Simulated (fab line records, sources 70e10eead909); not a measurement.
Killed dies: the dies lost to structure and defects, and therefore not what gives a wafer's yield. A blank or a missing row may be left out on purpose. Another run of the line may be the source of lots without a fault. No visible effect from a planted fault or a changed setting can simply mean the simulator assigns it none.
A lot that was struck, set against a sound lot    flow nand_harc    15 steps out of a route of 1159
Sound: these wafers, L678.1, L678.2, L678.6. Struck: wafer L688.2. (L688.6 of the same lot was not struck and is left out.) The cause comes at the end.
Order at every step that has rows: each side's tool, ch and its chambers, its first start. Under that, the readings that differ: sound wafers    struck wafers    difference of the means    sigmas: that difference in standard deviations of wafers without a fault.
alike: same words and numbers on both sides, and readings whose means sit less than 2 such deviations apart. not compared: any withheld reading, any reading some wafer has no value for, any bound like >300 that may hide the same value, and any number with overlapping values for which the record gives no deviation.
The two part at a step that has a row with sigmas, a row that says differs or no value, or rows on one side only. When numbers do not overlap yet have no deviation, they are printed without sigmas and do not part them. A reading missing from all wafers of one side parts the sides only when that side holds two or more wafers.

first, 8 steps without rows for these wafers: NHARC_A_CONTACT_COAT_34 (time 75 s); NHARC_A_CONTACT_COAT_35 (time 65 s); NHARC_A_CONTACT_COAT_36 (resist thk 90 nm); NHARC_A_CONTACT_SOFTBAKE_37 (time 55 s); NHARC_A_CONTACT_EBR_38; NHARC_A_CONTACT_EXPOSE_39 (exposes mask A CC 3); NHARC_A_CONTACT_PEB_40 (peb time 65 s); NHARC_A_CONTACT_DEVELOP_41 (develop time 35 s).
NHARC_A_CONTACT_CD_MEAS_42: target cd 200 nm.
  sound on cd_sem-03 ch 0, day 16 22:10; struck on cd_sem-03 ch 0, day 19 04:44
  alike: cd_nm
NHARC_A_CONTACT_OVL_MEAS_43:
  sound on overlay-02, day 16 22:16; struck on overlay-02, day 19 04:49
  alike: overlay_x_nm, overlay_y_nm
NHARC_A_CONTACT_INSPECT_44:
  sound on defect_inspect-02, day 16 22:17; struck on defect_inspect-01, day 19 04:51
  alike: raw_defect_count
NHARC_A_CONTACT_DESCUM_47: chemistry O2, time 3 s.
  sound on rie_diel-07 ch 1,2,3, day 16 22:22; struck on rie_diel-04 ch 2, day 19 04:55
reading                 sound                 struck  difference  sigmas
throttle_valve_pct (%)  11.312 11.313 11.303  11.336  +0.027      +3
  alike: drypump_motor_current_A, oes_product_au, rf_vpp_V, showerhead_plenum_p_Torr
  not compared: rf_hours_counter_h
NHARC_A_CONTACT_ETCH_48: etches the open film in CF4, target depth 39 nm, time 65 s.
  sound on rie_diel-07 ch 0,1,2, day 16 22:31; struck on rie_diel-04 ch 0, day 19 05:01
reading                          sound              struck  difference  sigmas
oes_product_au (a.u.)            1.010 0.991 1.019  0.820   -0.187      -16
showerhead_plenum_p_Torr (Torr)  1.76 1.82 1.80     1.67    -0.12       -2
  alike: bias_w, drypump_motor_current_A, rf_vpp_V, throttle_valve_pct
  not compared: rf_hours_counter_h
NHARC_A_CONTACT_ETCH_49: etches the open film in N2/H2, target depth 260 nm, time 475.3 s.
  sound: rie_diel-07 ch 1,2,3; struck: rie_diel-04 ch 2
  alike: bias_w, drypump_motor_current_A, h2_flow_sccm, n2_flow_sccm, oes_product_au, rf_vpp_V, showerhead_plenum_p_Torr, throttle_valve_pct
  not compared: rf_hours_counter_h
-- break in the record here, with 3 days between the starts of the struck wafers on either side (left off in module A_CONTACT, picked up again in module END, where the first step shown is number 1159 on the route) --
NHARC_END_SORT_01:
  sound on prober-02 ch 0, day 20 00:17; struck on prober-02 ch 0, day 22 10:40
reading              sound     struck  difference  sigmas
killed_at_array      15 20 11  546     +531        +48
killed_at_periphery  4 10 11   2       -6          -2
killed_dies          19 33 23  548     +523        +48
  alike: killed_at_other, killed_open, killed_short

== WHERE THEY PART ==
Earliest at NHARC_A_CONTACT_DESCUM_47; latest, in this record, at NHARC_END_SORT_01.

WHY: what had been put in by the simulator
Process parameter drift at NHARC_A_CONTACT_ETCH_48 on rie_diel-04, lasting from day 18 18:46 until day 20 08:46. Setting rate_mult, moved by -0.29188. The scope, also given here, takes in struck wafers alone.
